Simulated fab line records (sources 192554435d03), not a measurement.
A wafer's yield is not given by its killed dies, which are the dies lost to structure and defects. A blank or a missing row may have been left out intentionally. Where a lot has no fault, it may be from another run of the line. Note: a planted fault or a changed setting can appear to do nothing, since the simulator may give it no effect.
Code-filled problem report in 8D (eight disciplines) form + flow n5Finfet + the parts of the form that need people (team, actions taken, sign-off) are left out

1. WHAT WENT WRONG
Wafers free of any fault read 319 nm (standard deviation 5.5) for M12_THK at N5_BEOL_M12_THK_MEAS_50, against a mean of 586 nm on 2 wafers of 2 lots. That puts it +48 standard deviations away from the usual mean.
The step: measures by xrf.
The first sign was on wafer L716.6 at day 15 01:34, on filmMetro-02. The record holds 26 wafers of 9 lots with a number at this step. Rule for "out", or "out of limits": more than 4 standard deviations from the usual mean. Any other wafer with a number is counted as sound.

2. WHAT IT IS, AND WHAT IT ISN'T
| question                    | is                         | is not                                                                                       |
|-----------------------------|----------------------------|----------------------------------------------------------------------------------------------|
| which readings at this step | M12_THK                    | -                                                                                            |
| which lots                  | L716, L721                 | L708, L710, L712, L725, L726, L727, L729                                                     |
| which wafers of those lots  | L716.6, L721.3             | L716.4, L721.4, L721.5                                                                       |
| read on which gauges        | filmMetro-01, filmMetro-02 | -                                                                                            |
| when                        | from day 15 01:34          | up to then (10 sound wafers); but 14 sound wafers of L721, L725, L726, L727, L729 came after |

3. WHAT RULES OUT EACH SUSPECT
Counting: any tool at a process step up to the reading remains a suspect provided it ran every lot that is out. Sound lots after the first of them don't rule it out here, since some wafers of a struck lot are sound.
- ruled out: the gauge at N5_BEOL_M12_THK_MEAS_50. The wafers that are out were read on 2 gauges (filmMetro-01, filmMetro-02).
- rieDiel-06 at N5_BEOL_M12_ETCH_67 (etches SiARC in CF4, target depth 143 nm, time 238.3 s): kept. It ran every lot that is out, first L716 (day 14 17:56).
- pvdSputter-01 at N5_BEOL_M12_DEGAS_41 (time 60 s): kept. Ran every lot that is out, first one L716 (day 15 00:17); last sound lot up to then L712 (day 13 12:23).
- cmp-02 at N5_BEOL_M12_CMP_49 (polishes, stops on SiOC, t overpolish 20.6 s, target thk 320 nm): kept. Ran every lot that is out, first one L716 (day 15 01:19); last sound lot up to then L712 (day 13 13:11). Out on those wafers are its own readings of barrierFieldEndpointS, overpolishRunS.
The count leaves rieDiel-06 at N5_BEOL_M12_ETCH_67, pvdSputter-01 at N5_BEOL_M12_DEGAS_41, and cmp-02 at N5_BEOL_M12_CMP_49.

4. THE CAUSE (what the simulator had put in)
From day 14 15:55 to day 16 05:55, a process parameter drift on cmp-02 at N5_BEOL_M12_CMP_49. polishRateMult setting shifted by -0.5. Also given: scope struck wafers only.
Counting leaves 3 suspects; this tool is one of them.

5. THE EFFECT CHAIN, in route order
One row per reading whose mean, taken over the struck wafers that have a number, lies over 3 standard deviations from the usual. Only readings for which the record gives a usual standard deviation are gone through. hours: the time from each lot's start at the first step in this table that gives one to its start at this step, as a median over the lots. sigmas: the change in usual standard deviations.
| hours | step                    | reading               | usual    | on struck wafers | change  | sigmas      |
|-------|-------------------------|-----------------------|----------|------------------|---------|-------------|
| 0     | N5_BEOL_M12_CMP_49      | barrierFieldEndpointS | 30.4 s   | 62.0             | +31.6   | +46         |
| 0     | N5_BEOL_M12_CMP_49      | overpolishRunS        | 20.601 s | 4.220            | -16.381 | -99 or more |
| 0     | N5_BEOL_M12_THK_MEAS_50 | M12_THK               | 319 nm   | 586              | +266    | +48         |
| 0     | N5_BEOL_M12_INSPECT_55  | rawDefectCount        | 72       | 4871             | +4799   | +99 or more |
| 33    | N5_PASSIVATION_PROBE_49 | defectLimitedYield    | 91.4 %   | 0.0              | -91.4   | -76         |
| 33    | N5_PASSIVATION_PROBE_49 | killed_at_M4_up       | 14       | 1109             | +1095   | +99 or more |
| 33    | N5_PASSIVATION_PROBE_49 | killedDies            | 102      | 1180             | +1078   | +72         |
| 33    | N5_PASSIVATION_PROBE_49 | killedOnRim           | 13       | 152              | +139    | +39         |
| 33    | N5_PASSIVATION_PROBE_49 | sortNPass             | 1078     | 0                | -1078   | -72         |
| 33    | N5_PASSIVATION_PROBE_49 | sortYieldPct          | 91.4 %   | 0.0              | -91.4   | -76         |
Its process steps:
- N5_BEOL_M12_CMP_49: polishes, stops on SiOC, t overpolish 20.6 s, target thk 320 nm.
- N5_PASSIVATION_PROBE_49

6. HOW IT WOULD HAVE BEEN CAUGHT EARLIER
Counted from the fault's start at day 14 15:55, it took 10 hours until the first out-of-limits reading at a measuring or inspecting step in this record, taken at day 15 01:34.
The tool's own readings at N5_BEOL_M12_CMP_49 were out on every struck wafer that the step has a row for (barrierFieldEndpointS, overpolishRunS): an alarm limit on them would have fired on the first of those.
Lots out: 2; of these, L721 started N5_BEOL_M12_CMP_49 on cmp-02 after day 15 01:34. Putting the tool on hold at that point would have spared it.
